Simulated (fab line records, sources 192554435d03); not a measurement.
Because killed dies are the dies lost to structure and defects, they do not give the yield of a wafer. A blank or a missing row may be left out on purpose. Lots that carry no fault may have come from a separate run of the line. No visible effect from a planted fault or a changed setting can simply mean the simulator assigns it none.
Which tool is to blame? + flow n5_finfet + 6 lots with 18 wafers sampled at 4 steps, on a route of 1938 steps

== WHAT THE GAUGES SHOWED, per wafer ==
N5_BEOL_M13_CD_MEAS_28 targets a cd of 209.5 nm.
| lot  | measured     | on        | cd_nm (nm)        |
|------|--------------|-----------|-------------------|
| L902 | day 12 01:07 | cd_sem-02 | 210.7 211.5 211.1 |
| L905 | day 12 17:34 | cd_sem-03 | 210.9 210.2 209.5 |
| L916 | day 15 03:14 | cd_sem-02 | 209.9 210.1 210.2 |
| L919 | day 16 10:14 | cd_sem-01 | 208.1 209.2 209.1 |
| L920 | day 17 02:47 | cd_sem-03 | 208.7 207.9 209.2 |
| L923 | day 17 14:55 | cd_sem-03 | 208.6 208.2 207.7 |

== WHICH TOOL RAN EACH LOT (tool, then ch and the chambers of the sampled wafers, then the start) ==
| lot  | N5_BEOL_M13_DESCUM_15              | N5_BEOL_M13_ETCH_59                | N5_BEOL_M13_EXPOSE_25             |
|------|------------------------------------|------------------------------------|-----------------------------------|
| L902 | rie_diel-05 ch 0,1, day 12 00:08   | rie_diel-05 ch 0,1, day 12 00:10   | krf_scanner-02 ch 0, day 12 00:56 |
| L905 | rie_diel-05 ch 0,2,3, day 12 16:34 | rie_diel-05 ch 0,2,3, day 12 16:36 | krf_scanner-02 ch 0, day 12 17:23 |
| L916 | rie_diel-05 ch 0,1,3, day 15 02:16 | rie_diel-05 ch 0,1,3, day 15 02:17 | krf_scanner-02 ch 0, day 15 03:04 |
| L919 | rie_diel-02 ch 0,1,2, day 16 09:10 | rie_diel-02 ch 0,1,2, day 16 09:12 | krf_scanner-02 ch 0, day 16 10:04 |
| L920 | rie_diel-05 ch 1,2,3, day 17 01:47 | rie_diel-05 ch 1,2,3, day 17 01:50 | krf_scanner-01 ch 0, day 17 02:37 |
| L923 | rie_diel-05 ch 1,2,3, day 17 13:56 | rie_diel-05 ch 1,2,3, day 17 13:58 | krf_scanner-01 ch 0, day 17 14:45 |
- N5_BEOL_M13_DESCUM_15: chemistry O2, time 7.9 s.
- N5_BEOL_M13_ETCH_59: etches BARC in N2/H2, target depth 89 nm, overetch 26.7 nm, time 67.9 s.
- N5_BEOL_M13_EXPOSE_25: exposes mask M13, target cd 210 nm.

== THE ANSWER, worked out from the rows above alone ==
Rule: the usual values come from the lots themselves. The widest of any qualifying gaps counts: lots, ordered by their means at a reading, are off when they make up no more than a third of the lots, leave a main group of 4 or more, and stand apart from it by 3 or more times the standard deviation of that group's means. A main group is skipped when, at the precision printed for the reading in the tables above, its means are all equal. Also off: a lot with no number at a reading for which 4 or more lots have one. Any other lot the step has rows for is counted as sound.
Nothing can be told from this: no lot is off at any reading shown.

== WHAT HAD BEEN PUT IN BY THE SIMULATOR ==
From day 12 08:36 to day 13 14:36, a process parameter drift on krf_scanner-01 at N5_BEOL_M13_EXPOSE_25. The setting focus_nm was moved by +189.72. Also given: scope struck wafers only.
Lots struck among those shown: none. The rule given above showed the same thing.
